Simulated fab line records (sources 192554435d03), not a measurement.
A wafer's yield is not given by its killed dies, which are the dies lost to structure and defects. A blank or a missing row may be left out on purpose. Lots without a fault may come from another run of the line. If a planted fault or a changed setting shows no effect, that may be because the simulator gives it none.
Split-lot experiment || flow n5-finfet || on a route of 1938 steps: 7 lots, 21 wafers read

== ON THE SPLIT ==
At N5_ZERO_LAYER_PECVD_02 (deposits SiO2 from SiH4/N2O, target thk 10 nm, time 6 s), the setting time-s was moved away from the recipe's 6 s on 8 of the 21 wafers read, by -13.8% to +14.8%. This setting was run at the recipe's value on the other wafers.

Reading taken at the split's own step.

== THE READING ==
SiO2_of_ZERO_LAYER_PECVD_02.thk-nm (the simulator's own value, which no gauge read), in nm, at N5_ZERO_LAYER_PECVD_02 (deposits SiO2 from SiH4/N2O, target thk 10 nm, time 6 s). The file gives no usual value for it. Across the 13 wafers here that went through the recipe, the average is 10.123 nm and the standard deviation 0.18 nm.

{"wafer": "L074.1", "tool, chamber at the split": "pecvd-04, 2", "time-s as run, s": 5.174, "against the recipe": "-13.8%", "SiO2_of_ZERO_LAYER_PECVD_02.thk-nm, nm": 8.669, "against lot-mates on the recipe": -1.476}
{"wafer": "L074.4", "tool, chamber at the split": "pecvd-04, 1", "time-s as run, s": 6, "against the recipe": "recipe", "SiO2_of_ZERO_LAYER_PECVD_02.thk-nm, nm": 10.24, "against lot-mates on the recipe": "-"}
{"wafer": "L074.5", "tool, chamber at the split": "pecvd-04, 2", "time-s as run, s": 6, "against the recipe": "recipe", "SiO2_of_ZERO_LAYER_PECVD_02.thk-nm, nm": 10.05, "against lot-mates on the recipe": "-"}
{"wafer": "L078.3", "tool, chamber at the split": "pecvd-03, 1", "time-s as run, s": 6, "against the recipe": "recipe", "SiO2_of_ZERO_LAYER_PECVD_02.thk-nm, nm": 9.986, "against lot-mates on the recipe": "-"}
{"wafer": "L078.4", "tool, chamber at the split": "pecvd-03, 2", "time-s as run, s": 6.285, "against the recipe": "+4.8%", "SiO2_of_ZERO_LAYER_PECVD_02.thk-nm, nm": 10.61, "against lot-mates on the recipe": "+0.624"}
{"wafer": "L078.6", "tool, chamber at the split": "pecvd-03, 1", "time-s as run, s": 6.285, "against the recipe": "+4.8%", "SiO2_of_ZERO_LAYER_PECVD_02.thk-nm, nm": 10.52, "against lot-mates on the recipe": "+0.534"}
{"wafer": "L082.3", "tool, chamber at the split": "pecvd-03, 1", "time-s as run, s": 6.888, "against the recipe": "+14.8%", "SiO2_of_ZERO_LAYER_PECVD_02.thk-nm, nm": 11.51, "against lot-mates on the recipe": "+1.225"}
{"wafer": "L082.4", "tool, chamber at the split": "pecvd-03, 0", "time-s as run, s": 6, "against the recipe": "recipe", "SiO2_of_ZERO_LAYER_PECVD_02.thk-nm, nm": 10.49, "against lot-mates on the recipe": "-"}
{"wafer": "L082.5", "tool, chamber at the split": "pecvd-03, 1", "time-s as run, s": 6, "against the recipe": "recipe", "SiO2_of_ZERO_LAYER_PECVD_02.thk-nm, nm": 10.08, "against lot-mates on the recipe": "-"}
{"wafer": "L086.2", "tool, chamber at the split": "pecvd-03, 2", "time-s as run, s": 6, "against the recipe": "recipe", "SiO2_of_ZERO_LAYER_PECVD_02.thk-nm, nm": 9.947, "against lot-mates on the recipe": "-"}
{"wafer": "L086.4", "tool, chamber at the split": "pecvd-03, 0", "time-s as run, s": 6.883, "against the recipe": "+14.7%", "SiO2_of_ZERO_LAYER_PECVD_02.thk-nm, nm": 11.56, "against lot-mates on the recipe": "+1.647"}
{"wafer": "L086.5", "tool, chamber at the split": "pecvd-03, 1", "time-s as run, s": 6, "against the recipe": "recipe", "SiO2_of_ZERO_LAYER_PECVD_02.thk-nm, nm": 9.88, "against lot-mates on the recipe": "-"}
{"wafer": "L087.4", "tool, chamber at the split": "pecvd-02, 2", "time-s as run, s": 6.693, "against the recipe": "+11.5%", "SiO2_of_ZERO_LAYER_PECVD_02.thk-nm, nm": 11.11, "against lot-mates on the recipe": "+1.145"}
{"wafer": "L087.5", "tool, chamber at the split": "pecvd-02, 1", "time-s as run, s": 6.693, "against the recipe": "+11.5%", "SiO2_of_ZERO_LAYER_PECVD_02.thk-nm, nm": 11.32, "against lot-mates on the recipe": "+1.355"}
{"wafer": "L087.6", "tool, chamber at the split": "pecvd-02, 0", "time-s as run, s": 6, "against the recipe": "recipe", "SiO2_of_ZERO_LAYER_PECVD_02.thk-nm, nm": 9.965, "against lot-mates on the recipe": "-"}
{"wafer": "L093.1", "tool, chamber at the split": "pecvd-03, 1", "time-s as run, s": 6, "against the recipe": "recipe", "SiO2_of_ZERO_LAYER_PECVD_02.thk-nm, nm": 10.07, "against lot-mates on the recipe": "-"}
{"wafer": "L093.3", "tool, chamber at the split": "pecvd-03, 0", "time-s as run, s": 6, "against the recipe": "recipe", "SiO2_of_ZERO_LAYER_PECVD_02.thk-nm, nm": 10.01, "against lot-mates on the recipe": "-"}
{"wafer": "L093.5", "tool, chamber at the split": "pecvd-03, 2", "time-s as run, s": 6, "against the recipe": "recipe", "SiO2_of_ZERO_LAYER_PECVD_02.thk-nm, nm": 10.17, "against lot-mates on the recipe": "-"}
{"wafer": "L095.3", "tool, chamber at the split": "pecvd-02, 0", "time-s as run, s": 5.329, "against the recipe": "-11.2%", "SiO2_of_ZERO_LAYER_PECVD_02.thk-nm, nm": 8.957, "against lot-mates on the recipe": -1.398}
{"wafer": "L095.5", "tool, chamber at the split": "pecvd-02, 0", "time-s as run, s": 6, "against the recipe": "recipe", "SiO2_of_ZERO_LAYER_PECVD_02.thk-nm, nm": 10.41, "against lot-mates on the recipe": "-"}
{"wafer": "L095.6", "tool, chamber at the split": "pecvd-02, 2", "time-s as run, s": 6, "against the recipe": "recipe", "SiO2_of_ZERO_LAYER_PECVD_02.thk-nm, nm": 10.3, "against lot-mates on the recipe": "-"}

THE FIT
A straight line over all 21 wafers: SiO2_of_ZERO_LAYER_PECVD_02.thk-nm changes by +0.0987 nm for each +1% of time-s; r = +0.98; the points scatter about the line by 0.16 nm.
The same after taking each lot's own level away (the mean of its wafers on the recipe; 21 wafers): +0.107 nm for each +1%; r = +0.99; scatter 0.13 nm.
According to that fit, moving time-s by its largest amount changes the reading by 1.6 nm.
Across the lots, their own levels run from 9.9135 to 10.3550 nm, a range of 2.5 times the standard deviation given above.
Consequently the slope shifts little with the lot-to-lot level, the two slopes agreeing.
Check: for one of the wafers moved furthest among these (+14.8%), held out of the fit, the line's prediction against its lot-mates is +1.66 nm. It came out at +1.22 nm against them.

== THE FILE'S OWN FIT ==
SiO2_of_ZERO_LAYER_PECVD_02.thk-nm changes by +0.105 nm for each +1% of time-s, r = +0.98.
